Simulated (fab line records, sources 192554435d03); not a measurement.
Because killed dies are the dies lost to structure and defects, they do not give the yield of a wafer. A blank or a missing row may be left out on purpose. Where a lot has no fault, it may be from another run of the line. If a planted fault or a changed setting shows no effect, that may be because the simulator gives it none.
fab line records	flow n5_finfet
record lots=6	wafers=18	last_day=17
route steps=1938 shown BEOL_M4@1071 PASSIVATION@1936
lots with no fault: from the same line, run without faults
start_h: hours from the record's first day to the start of the lot's first wafer shown	wait_h: hours from the lot's prior step to this one	" as in the row above	L1.1+2: several wafers, shown together as one row	- no value, or no start was given	* or withheld: withheld	< > ~ a bound
route shown NAME@n: a module of which the file shows steps, and the number in the route of the first	usual: average and standard deviation across the fault-free wafers	same: alike in all rows	chamber/n: place in a boat	sites: the reading at each site	_std_site: the standard deviation of these	_edge_site: mean of outer sites minus mean of inner sites	radius_mm: how far each site lies from the wafer's centre	mask NAME#n: copy n	behind: the last tool/chamber to shape the wafer	hold: cause of the lot's hold/its duration in hours/its outcome	device: which transistor (n, p or np) failed to switch	end of line: the same wafers' tests at the end of the route	a step given without rows: its recipe and nothing more	killed: not the wafer's yield, but the dies lost to structure and defects at the first sort	map: a wafer's dies, marking killed ones x, the rest . and places with no die _
set.NAME: the setting the step ran with; set.NAME@STEP: the setting that earlier step ran with	model.NAME: the simulator's own value behind a step, which no gauge read
lots at some steps of the route; a table a step, a row a wafer
services: the hour from which a tool's chamber was out of use, counted from the record's first day as start_h (under 0 if before that day), plus the number of hours and why
## steps
# step N5_BEOL_M4_ETCH_41
# recipe chemistry=CH3F/O2	target=SiCN	target_depth_a=299	taper_deg=2	time_s=52.5	ion_energy_ev=120	mask_material=TiN	pressure_mtorr=30	source_w=395	bias_w=75	Ar_flow_sccm=150	CH3F_flow_sccm=30	O2_flow_sccm=20
# usual chamber_pressure_mTorr=29.998/0.03	drypump_motor_current_A=5.9/0.36	oes_product_au=0.78/0.087	rf_vpp_V=297.7/1.3	showerhead_plenum_p_Torr=2.02/0.058	throttle_valve_pct=16.38/0.27
lot.wafer	tool	chamber	start_h	wait_h	chamber_pressure_mTorr	drypump_motor_current_A	oes_product_au	rf_hours_counter_h	rf_vpp_V	showerhead_plenum_p_Torr	throttle_valve_pct
L136.2	rie_diel-05	2	-	-	29.960	5.5	0.87	51	297.5	2.03	16.18
L136.4	"	3	"	"	29.975	5.8	0.86	52	296.7	1.95	16.18
L136.6	"	1	"	"	30.012	5.5	0.71	-	299.5	2.07	16.40
L142.1	rie_diel-03	0	-	-	30.043	5.7	0.67	245	299.2	2.05	16.63
L142.4	"	2	"	"	29.979	5.8	0.87	60	298.5	2.11	16.02
L142.5	"	1	"	"	30.008	5.4	0.74	-	295.2	1.91	15.97
L144.1	rie_diel-04	0	-	-	29.991	6.3	0.70	245	299.9	2.05	16.46
L144.2	"	1	"	"	30.026	6.4	0.98	5	297.8	2.05	16.21
L144.3	"	2	"	"	30.017	6.1	0.74	180	298.5	1.98	16.69
L146.3	rie_diel-03	0	-	-	30.038	5.6	0.66	249	299.1	2.05	16.65
L146.4	"	1	"	"	29.994	5.4	0.74	182	296.1	1.91	15.97
L146.5	"	1	"	"	30.028	5.4	0.72	-	296.8	1.91	15.97
L147.4	rie_diel-03	2	-	-	30.046	5.8	0.86	-	300.0	2.11	16.02
L147.5	"	3	"	"	29.977	5.5	0.72	-	298.3	1.98	16.66
L147.6	"	1	"	"	30.022	5.5	0.74	-	296.2	1.91	15.98
L156.1	rie_diel-04	1	-	-	30.006	6.4	0.90	35	298.5	2.04	16.27
L156.2	"	0	"	"	30.003	6.3	0.96	15	298.1	2.04	15.98
L156.5	"	3	"	"	30.009	6.2	0.71	-	297.1	1.97	16.70
# step N5_BEOL_M4_STRIP_97
# recipe chemistry=N2/H2	time_s=10	power_w=450	temp_c=40	pressure_mtorr=20	rf_frequency_hz=6e+07	bias_power_w=7	n2_flow_sccm=200	h2_flow_sccm=200
# usual chamber_pressure_mTorr=20.001/0.018	drypump_motor_current_A=5.9/0.35	oes_product_au=0.78/0.087	rf_vpp_V=59.2/0.94	showerhead_plenum_p_Torr=2.56/0.073	throttle_valve_pct=23.7/0.35
lot.wafer	tool	chamber	start_h	wait_h	chamber_pressure_mTorr	drypump_motor_current_A	oes_product_au	rf_hours_counter_h	rf_vpp_V	showerhead_plenum_p_Torr	throttle_valve_pct
L136.2	rie_diel-05	2	-	-	20.007	5.5	0.86	51	59.3	2.57	23.5
L136.4	"	3	"	"	20.006	5.8	0.84	52	61.2	2.46	23.4
L136.6	"	1	"	"	19.996	5.5	0.70	-	60.3	2.64	23.8
L142.1	rie_diel-03	0	-	-	19.988	5.7	0.66	245	57.8	2.60	23.9
L142.4	"	2	"	"	19.975	5.8	0.86	60	60.3	2.68	23.2
L142.5	"	1	"	"	20.027	5.4	0.73	-	58.8	2.42	23.3
L144.1	rie_diel-04	0	-	-	20.027	6.3	0.70	245	59.6	2.61	23.8
L144.2	"	1	"	"	20.008	6.5	0.97	5	59.0	2.60	23.5
L144.3	"	2	"	"	20.007	6.1	0.74	180	58.5	2.54	24.3
L146.3	rie_diel-03	0	-	-	20.000	5.7	0.66	249	60.1	2.60	23.9
L146.4	"	1	"	"	20.007	5.5	0.72	182	59.7	2.42	23.3
L146.5	"	1	"	"	20.015	5.5	0.73	-	58.0	2.42	23.3
L147.4	rie_diel-03	2	-	-	19.981	5.8	0.86	-	59.3	2.68	23.2
L147.5	"	3	"	"	19.977	5.6	0.72	-	59.1	2.52	23.9
L147.6	"	1	"	"	20.005	5.4	0.73	-	59.4	2.42	23.3
L156.1	rie_diel-04	1	-	-	20.002	6.4	0.90	35	57.4	2.59	23.5
L156.2	"	0	"	"	20.021	6.3	0.95	15	59.3	2.60	23.5
L156.5	"	3	"	"	20.017	6.3	0.70	-	58.6	2.51	23.9
# step N5_BEOL_M4_OCD_MEAS_38
# usual trench_depth_nm=55.6/0.82
lot.wafer	tool	chamber	start_h	wait_h	trench_depth_nm
L136.2	ocd-02	-	176.91	-	57.3
L136.4	"	-	"	"	57.0
L136.6	"	-	"	"	55.2
L142.1	ocd-01	-	218.08	-	55.1
L142.4	"	-	"	"	55.5
L142.5	"	-	"	"	55.3
L144.1	ocd-01	-	224.34	-	55.2
L144.2	"	-	"	"	56.2
L144.3	"	-	"	"	54.5
L146.3	ocd-01	-	228.40	-	54.3
L146.4	"	-	"	"	56.3
L146.5	"	-	"	"	56.0
L147.4	ocd-02	-	231.87	-	55.3
L147.5	"	-	"	"	54.1
L147.6	"	-	"	"	55.4
L156.1	ocd-01	-	308.47	-	56.2
L156.2	"	-	"	"	56.5
L156.5	"	-	"	"	56.0
# step N5_BEOL_M4_HM_STRIP_39
# recipe chemistry=peroxide_tin_strip	material=TiN	target_depth_a=250	temp_c=50	time_s=158
# step N5_BEOL_M4_SRD_40
# recipe time_s=30	temp_c=23	rinse_liquid=diw	dry=ipa_marangoni
# step N5_BEOL_M4_PRECLEAN_42
# recipe chemistry=residue_remover	time_s=60	temp_c=40
# step N5_BEOL_M4_SRD_43
# recipe time_s=30	temp_c=23	rinse_liquid=diw	dry=ipa_marangoni
# step N5_BEOL_M4_CD_MEAS_35
# recipe target_cd_nm=18	target_cd_y_nm=22.4	polarity=opening
# usual cd_nm=17.96/0.28
lot.wafer	tool	chamber	start_h	wait_h	cd_nm
L136.2	cd_sem-01	-	177.06	0.0	18.11
L136.4	"	-	"	"	17.28
L136.6	"	-	"	"	17.56
L142.1	cd_sem-02	-	218.23	0.0	18.13
L142.4	"	-	"	"	18.10
L142.5	"	-	"	"	18.46
L144.1	cd_sem-02	-	224.50	0.0	18.23
L144.2	"	-	"	"	17.94
L144.3	"	-	"	"	18.16
L146.3	cd_sem-03	-	228.56	0.0	18.51
L146.4	"	-	"	"	18.29
L146.5	"	-	"	"	18.19
L147.4	cd_sem-01	-	232.02	0.0	18.01
L147.5	"	-	"	"	17.57
L147.6	"	-	"	"	17.86
L156.1	cd_sem-03	-	308.62	0.0	17.87
L156.2	"	-	"	"	17.87
L156.5	"	-	"	"	18.19
# step N5_BEOL_M4_DEGAS_44
# recipe ambient=vacuum	temp_c=250	time_s=60
# usual heater_power_w=348/26
lot.wafer	tool	chamber	start_h	wait_h	heater_power_w
L136.2	pvd_sputter-02	-	177.25	0.2	321
L136.4	"	-	"	"	339
L136.6	"	-	"	"	332
L142.1	pvd_sputter-01	-	218.71	0.5	355
L142.4	"	-	"	"	359
L142.5	"	-	"	"	354
L144.1	pvd_sputter-03	-	225.14	0.6	347
L144.2	"	-	"	"	328
L144.3	"	-	"	"	311
L146.3	pvd_sputter-01	-	229.32	0.8	345
L146.4	"	-	"	"	348
L146.5	"	-	"	"	340
L147.4	pvd_sputter-01	-	232.08	0.1	329
L147.5	"	-	"	"	333
L147.6	"	-	"	"	352
L156.1	pvd_sputter-03	-	309.11	0.5	351
L156.2	"	-	"	"	390
L156.5	"	-	"	"	330
# step N5_BEOL_M4_PRE_CLEAN_45
# recipe gas=H2/He	time_s=30	temp_c=250
# usual heater_power_w=348/26
lot.wafer	tool	chamber	start_h	wait_h	heater_power_w
L136.2	pvd_sputter-02	-	177.29	0.0	319
L136.4	"	-	"	"	342
L136.6	"	-	"	"	343
L142.1	pvd_sputter-01	-	218.75	0.0	335
L142.4	"	-	"	"	360
L142.5	"	-	"	"	356
L144.1	pvd_sputter-03	-	225.18	0.0	345
L144.2	"	-	"	"	326
L144.3	"	-	"	"	324
L146.3	pvd_sputter-01	-	229.36	0.0	343
L146.4	"	-	"	"	346
L146.5	"	-	"	"	344
L147.4	pvd_sputter-01	-	232.12	0.0	338
L147.5	"	-	"	"	340
L147.6	"	-	"	"	360
L156.1	pvd_sputter-03	-	309.15	0.0	341
L156.2	"	-	"	"	377
L156.5	"	-	"	"	327
# step N5_BEOL_M4_ALD_84
# recipe material=TaN	target_thk_a=*	temp_c=275	ald_precursor_family=PDMAT	ald_co_reactant=NH3	pressure_torr=3	carrier_flow_sccm=1500	pulse_time_s=2	purge_time_s=3	co_reactant_purge_time_s=2	co_reactant_pulse_time_s=3	ald_cycles=30	precursor_vessel_temp_c=75	precursor_vessel_pressure_torr=26.25	precursor_vessel_carrier_sccm=1000
# step N5_BEOL_M4_SURFACE_TREAT_85
# recipe gas=Ar	time_s=*	ion_energy_ev=*	ion_current_ma_cm2=0.5	pressure_mtorr=*	ar_flow_sccm=30
# usual throttle_valve_pct=*
lot.wafer	tool	chamber	start_h	wait_h	throttle_valve_pct
L136.2	pvd_sputter-02	-	177.65	0.2	*
L136.4	"	-	"	"	*
L136.6	"	-	"	"	*
L142.1	pvd_sputter-02	-	219.16	0.2	*
L142.4	"	-	"	"	*
L142.5	"	-	"	"	*
L144.1	pvd_sputter-02	-	225.52	0.2	*
L144.2	"	-	"	"	*
L144.3	"	-	"	"	*
L146.3	pvd_sputter-03	-	229.67	0.1	*
L146.4	"	-	"	"	*
L146.5	"	-	"	"	*
L147.4	pvd_sputter-03	-	232.45	0.2	*
L147.5	"	-	"	"	*
L147.6	"	-	"	"	*
L156.1	pvd_sputter-02	-	309.62	0.2	*
L156.2	"	-	"	"	*
L156.5	"	-	"	"	*
# step N5_BEOL_M4_CVD_47
# recipe material=Co	target_thk_a=30	temp_c=withheld	precursor=CCTBA/H2	pressure_torr=30	time_s=223.8
# usual run_length_s=247.1/0.44
lot.wafer	tool	chamber	start_h	wait_h	run_length_s	since_wet_clean_h
L136.2	cvd_co-02	1	177.73	0.1	246.9	1156
L136.4	"	2	"	"	247.8	-
L136.6	"	1	"	"	246.7	-
L142.1	cvd_co-01	1	219.23	0.1	246.7	83
L142.4	"	0	"	"	247.3	-
L142.5	"	1	"	"	246.8	-
L144.1	cvd_co-01	0	225.58	0.0	247.0	986
L144.2	"	2	"	"	247.5	526
L144.3	"	1	"	"	246.6	89
L146.3	cvd_co-01	2	229.74	0.1	247.2	530
L146.4	"	0	"	"	246.8	-
L146.5	"	2	"	"	168.8	-
L147.4	cvd_co-01	1	232.87	0.4	246.9	-
L147.5	"	0	"	"	169.2	-
L147.6	"	2	"	"	168.7	-
L156.1	cvd_co-02	1	309.73	0.1	246.7	1288
L156.2	"	2	"	"	247.8	392
L156.5	"	1	"	"	246.3	-
# step N5_BEOL_M4_SPUTTER_48
# recipe material=Cu	target_thk_a=45	temp_c=-20	chamber_pressure_pa=0.07	power_w=withheld	time_s=8.29
# step N5_BEOL_M4_RC_MEAS_101
# usual DIBL_N=35.9/1.3	DIBL_P=35.9/1.6	IOFF_N=0.156/0.022	IOFF_P=0.205/0.023	ION_N=675/9	ION_P=463/5.6	SS_N=71.4/0.57	SS_P=73.1/0.52	VT_N=249.7/2.8	VT_P=-250.2/2.5
lot.wafer	tool	chamber	start_h	wait_h	DIBL_N[mV/V]	DIBL_P[mV/V]	IOFF_N[nA/um]	IOFF_P[nA/um]	ION_N[uA/um]	ION_P[uA/um]	SS_N[mV/dec]	SS_P[mV/dec]	VT_N[mV]	VT_P[mV]
L136.2	prober-02	0	181.01	0.2	37.6	37.3	0.186	0.231	689	466	72.6	73.3	244.3	-246.9
L136.4	"	0	"	"	37.2	36.7	0.180	0.229	681	466	72.1	73.6	245.4	-249.0
L136.6	"	0	"	"	35.9	34.7	0.146	0.190	669	461	71.5	72.2	250.5	-249.9
L142.1	prober-02	0	222.71	0.0	34.6	34.8	0.122	0.193	655	458	71.6	73.5	253.8	-248.6
L142.4	"	0	"	"	34.8	33.5	0.125	0.186	663	458	71.6	72.9	250.4	-250.9
L142.5	"	0	"	"	35.3	35.1	0.135	0.194	666	461	72.0	73.3	254.4	-251.3
L144.1	prober-02	0	228.61	0.0	38.1	38.2	0.198	0.247	681	465	70.7	73.4	246.3	-247.1
L144.2	"	0	"	"	36.9	36.6	0.166	0.218	670	464	70.7	73.3	248.0	-249.4
L144.3	"	0	"	"	37.1	36.9	0.181	0.220	686	466	70.5	73.3	245.2	-250.4
L146.3	prober-02	0	233.28	0.3	36.6	35.9	0.159	0.220	682	467	71.4	72.7	248.3	-248.0
L146.4	"	0	"	"	34.5	33.8	0.131	0.188	680	460	71.2	72.5	251.7	-251.3
L146.5	"	0	"	"	37.5	37.5	0.188	0.251	693	467	71.5	73.6	245.9	-246.2
L147.4	prober-02	0	236.36	0.5	35.5	35.0	0.156	0.224	672	477	71.5	73.0	248.9	-246.1
L147.5	"	0	"	"	35.9	35.3	0.160	0.226	675	469	72.8	72.4	250.4	-247.3
L147.6	"	0	"	"	36.7	35.7	0.162	0.224	676	466	71.8	72.9	248.6	-246.2
L156.1	prober-01	0	314.14	0.0	35.4	34.5	0.134	0.196	669	466	71.3	72.6	251.3	-248.1
L156.2	"	0	"	"	37.2	36.4	0.151	0.222	664	460	71.8	72.9	250.6	-248.3
L156.5	"	0	"	"	35.4	34.5	0.128	0.197	669	471	71.4	72.8	253.1	-250.1
# step N5_PASSIVATION_PROBE_49
# usual defect_limited_yield=91.3/1.4	killed_at_M0_to_M3=35/11	killed_at_M4_up=14/5.4	killed_at_contacts=12/6.2	killed_at_front_end=38/11	killed_at_other=4.1/2.8	killed_dies=103/17	killed_open=66/13	killed_short=34/8.2	sort_bin_5_function=5.1/0.89	sort_bin_6_memory=3.3/0.72	sort_n_pass=1077/17	sort_yield_pct=91.3/1.4
# same gross_dies=1180	killed_at_back_side=0	sort_bin_4_leakage[%]=0	sort_bin_8_speed[%]=0
lot.wafer	tool	chamber	start_h	wait_h	defect_limited_yield[%]	killed_at_M0_to_M3	killed_at_M4_up	killed_at_contacts	killed_at_front_end	killed_at_other	killed_dies	killed_open	killed_short	sort_bin_5_function[%]	sort_bin_6_memory[%]	sort_n_pass	sort_yield_pct[%]
L136.2	prober-01	-	278.60	0.1	92.8	16	18	7	42	2	85	51	32	4.9	2.1	1095	92.8
L136.4	prober-01	-	278.70	0.2	91.9	26	12	10	45	3	96	46	43	4.1	3.7	1084	91.9
L136.6	prober-01	-	278.80	0.3	93.7	18	13	7	34	2	74	46	24	4.0	2.2	1106	93.7
L142.1	prober-01	-	328.87	0.0	92.7	36	14	5	29	2	86	50	36	4.5	2.5	1094	92.7
L142.4	prober-01	-	329.02	0.2	91.9	39	7	22	25	3	96	52	43	5.3	2.5	1084	91.9
L142.5	prober-01	-	329.07	0.2	90.8	35	6	14	44	9	108	72	32	5.0	4.1	1072	90.8
L144.1	prober-02	-	334.09	0.0	92.5	22	14	6	39	8	89	49	36	4.2	2.6	1091	92.5
L144.2	prober-02	-	334.14	0.1	92.0	26	10	18	35	5	94	62	30	4.4	3.5	1086	92.0
L144.3	prober-02	-	334.19	0.1	90.9	34	12	19	36	6	107	77	29	5.4	3.5	1073	90.9
L146.3	prober-02	-	339.51	0.1	92.8	23	24	15	20	3	85	51	34	5.0	1.9	1095	92.8
L146.4	prober-02	-	339.56	0.2	91.3	26	16	2	53	6	103	47	54	5.0	3.1	1077	91.3
L146.5	prober-02	-	339.61	0.2	87.7	56	12	19	53	5	145	81	59	5.7	6.0	1035	87.7
# killed by level:class
L136.2 FIN_SAQP:geometric_particle:short=12 STI_FIN_REVEAL:geometric_particle:open=11 FIN_SAQP:geometric_particle:open=5 MOL_CONTACT_COAG:geometric_particle:open=5 BEOL_M3:geometric_particle:open=5 BEOL_M3:geometric_particle:short=4 DUMMY_GATE:geometric_particle:open=4 BEOL_M4:geometric_particle:open=4
L136.4 FIN_SAQP:geometric_particle:short=15 FIN_SAQP:geometric_particle:open=8 BEOL_M0_SAQP:geometric_particle:short=8 MOL_CONTACT_COAG:geometric_particle:open=6 BEOL_M0_SAQP:geometric_particle:open=6 STI_FIN_REVEAL:geometric_particle:open=5 BEOL_M3:geometric_particle:open=5 STI_FIN_REVEAL:geometric_particle:short=3
L136.6 STI_FIN_REVEAL:geometric_particle:open=10 FIN_SAQP:geometric_particle:short=8 FIN_SAQP:geometric_particle:open=6 MOL_CONTACT_COAG:geometric_particle:open=5 BEOL_M0_SAQP:geometric_particle:open=4 DUMMY_GATE:geometric_particle:open=3 BEOL_M2:geometric_particle:open=3 BEOL_M3:geometric_particle:open=3
L142.1 BEOL_M0_SAQP:geometric_particle:short=10 BEOL_M0_SAQP:geometric_particle:open=10 BEOL_M2:geometric_particle:open=9 FIN_SAQP:geometric_particle:short=6 DUMMY_GATE:geometric_particle:open=6 BEOL_M4:geometric_particle:open=6 STI_FIN_REVEAL:geometric_particle:open=4 BEOL_M5:geometric_particle:open=4
L142.4 MOL_CONTACT_COAG:geometric_particle:open=14 BEOL_M0_SAQP:geometric_particle:open=10 BEOL_M0_SAQP:geometric_particle:short=10 MOL_CONTACT_COAG:geometric_particle:short=8 BEOL_M2:geometric_particle:open=5 DUMMY_GATE:geometric_particle:open=4 BEOL_M1:geometric_particle:short=4 FIN_SAQP:geometric_particle:open=3
L142.5 FIN_SAQP:geometric_particle:open=15 BEOL_M0_SAQP:geometric_particle:open=11 BEOL_M0_SAQP:geometric_particle:short=10 MOL_CONTACT_COAG:geometric_particle:open=9 BEOL_M2:geometric_particle:open=7 FIN_SAQP:geometric_particle:short=6 DUMMY_GATE:geometric_particle:open=6 MOL_CONTACT_COAG:geometric_particle:short=5
L144.1 GATE_CUT:geometric_particle:short=10 STI_FIN_REVEAL:geometric_particle:open=7 MIM_TOP_ETCH:geometric_particle:open=6 FIN_SAQP:geometric_particle:short=5 BEOL_M1:geometric_particle:open=5 DUMMY_GATE:geometric_particle:open=4 BEOL_M4:geometric_particle:short=4 MOL_CONTACT_COAG:geometric_particle:open=4
L144.2 MOL_CONTACT_COAG:geometric_particle:open=14 BEOL_M3:geometric_particle:open=10 FIN_SAQP:geometric_particle:short=8 STI_FIN_REVEAL:geometric_particle:open=8 BEOL_M4:geometric_particle:open=5 BEOL_M1:geometric_particle:open=4 BEOL_M1:geometric_particle:short=4 BEOL_M2:geometric_particle:open=4
L144.3 MOL_CONTACT_COAG:geometric_particle:open=16 BEOL_M2:geometric_particle:open=10 FIN_SAQP:geometric_particle:open=8 BEOL_M3:geometric_particle:open=8 STI_FIN_REVEAL:geometric_particle:open=7 BEOL_M1:geometric_particle:open=7 DUMMY_GATE:geometric_particle:open=6 GATE_CUT:geometric_particle:short=4
L146.3 MOL_CONTACT_COAG:geometric_particle:open=10 BEOL_M4:geometric_particle:open=10 BEOL_M2:geometric_particle:open=8 BEOL_M4:geometric_particle:short=7 BEOL_M0_SAQP:geometric_particle:short=7 BEOL_M7:geometric_particle:open=5 MOL_CONTACT_COAG:geometric_particle:short=5 BEOL_M0_SAQP:geometric_particle:open=5
L146.4 FIN_SAQP:geometric_particle:short=21 FIN_SAQP:geometric_particle:open=13 BEOL_M1:geometric_particle:short=9 BEOL_M4:geometric_particle:open=9 BEOL_M0_SAQP:geometric_particle:short=6 BEOL_M2:geometric_particle:open=5 BEOL_M4:geometric_particle:short=5 BEOL_M0_SAQP:geometric_particle:open=4
L146.5 BEOL_M0_SAQP:geometric_particle:open=16 MOL_CONTACT_COAG:geometric_particle:open=13 BEOL_M0_SAQP:geometric_particle:short=13 BEOL_M2:geometric_particle:open=11 FIN_SAQP:geometric_particle:open=9 FIN_SAQP:geometric_particle:short=7 MOL_CONTACT_COAG:geometric_particle:short=6 DUMMY_GATE:geometric_particle:open=6
## services
tool	chamber	start_h	hours	kind
rie_diel-04	1	198.07	-	clean
rie_diel-04	1	198.07	-	consumable_replace:focus_ring
rie_diel-04	1	198.07	16.8	scheduled_down
rie_diel-04	1	198.07	16.8	vent_cycle
cvd_co-02	1	213.85	10.7	repair
rie_diel-05	0	219.57	8.4	repair
cvd_co-02	-	230.19	6.9	pm
rie_diel-03	0	230.47	-	clean
rie_diel-03	0	230.47	-	consumable_replace:focus_ring
rie_diel-03	0	230.47	17.0	scheduled_down
rie_diel-03	0	230.47	17.0	vent_cycle
rie_diel-05	2	241.26	2.6	repair
rie_diel-04	0	242.74	-	clean
rie_diel-04	0	242.74	-	consumable_replace:focus_ring
rie_diel-04	0	242.74	14.2	scheduled_down
rie_diel-04	0	242.74	14.2	vent_cycle
cvd_co-02	-	245.69	0.2	repair
cvd_co-02	0	253.16	4.1	repair
rie_diel-05	0	255.58	11.1	repair
cvd_co-02	-	259.70	28.1	pm
rie_diel-04	0	266.18	6.3	repair
rie_diel-05	-	299.94	2.8	pm
## key
first_sign step=N5_BEOL_M4_CVD_47	reading=run_length_s	direction=down	sigmas=99+	usual=*	struck=*
effect none on later readings
met_at N5_BEOL_M4_CVD_47
struck_wafers L146.5,L147.5,L147.6
onset_between 225.58 229.74
fault kind=process_parameter_drift	tool=cvd_co-01	chamber=-	onset_h=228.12	steps=N5_BEOL_M4_CVD_47	channel=time_s	offset=*	shape=step	end_h=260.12	scope=struck_wafers_only	acts_in=*	stated=*
